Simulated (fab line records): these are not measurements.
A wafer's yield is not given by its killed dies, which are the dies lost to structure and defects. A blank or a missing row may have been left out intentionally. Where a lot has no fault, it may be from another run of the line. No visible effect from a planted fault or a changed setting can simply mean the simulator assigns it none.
Matching of chambers -- flow nandHarc -- NHARC_A_CHANNEL_HOLE_D1_ETCH_39 on rieDiel-08: 4 sister chambers
The step etches the open film in N2/H2, target depth 260 nm, time 325 s. 8 wafers are shown with their chamber, then 9 later ones without.

== EACH WAFER AND ITS CHAMBER ==
wafer,chamber,drypumpMotorCurrentA (A),rfVppV (V)
L635.1,1,6.2,426.7
L639.1,0,5.2,434.4
L639.6,2,5.3,431.8
L641.5,3,5.7,427.4
L643.2,0,5.2,433.9
L649.2,2,5.4,431.6
L649.4,1,6.2,426.4
L649.5,3,5.7,428.3

== WAFERS WITHOUT THEIR CHAMBER ==
wafer,drypumpMotorCurrentA (A),rfVppV (V)
L652.1,5.7,426.4
L652.3,5.4,431.1
L652.6,5.4,431.8
L653.1,6.2,426.3
L653.2,5.7,427.1
L653.3,5.2,433.0
L655.1,5.7,426.4
L655.2,6.2,426.7
L655.3,5.4,432.8

== CHAMBER TAKEN BY EACH ==
wafer,from the rows above,in truth
L652.1,3,3
L652.3,2,2
L652.6,2,2
L653.1,1,1
L653.2,3,3
L653.3,0,0
L655.1,3,3
L655.2,1,1
L655.3,2,2
Correctly placed: 9 of 9. Number that these rows cannot place: 0. Number placed wrongly: 0.
How it was worked out, from the rows above alone: a wafer's distance from a chamber is the root of the sum, over the readings, of the square of ((its reading less the chamber's mean) divided by the reading's scatter). If the next closest chamber is less than 2 further off than the closest, the wafer can't be placed; otherwise it belongs to the closest. Each chamber's mean is taken over the wafers shown for it. The scatter: take each reading less its chamber's mean, square it, sum over the shown wafers, divide by the number of wafers less the number of chambers, and take the root.
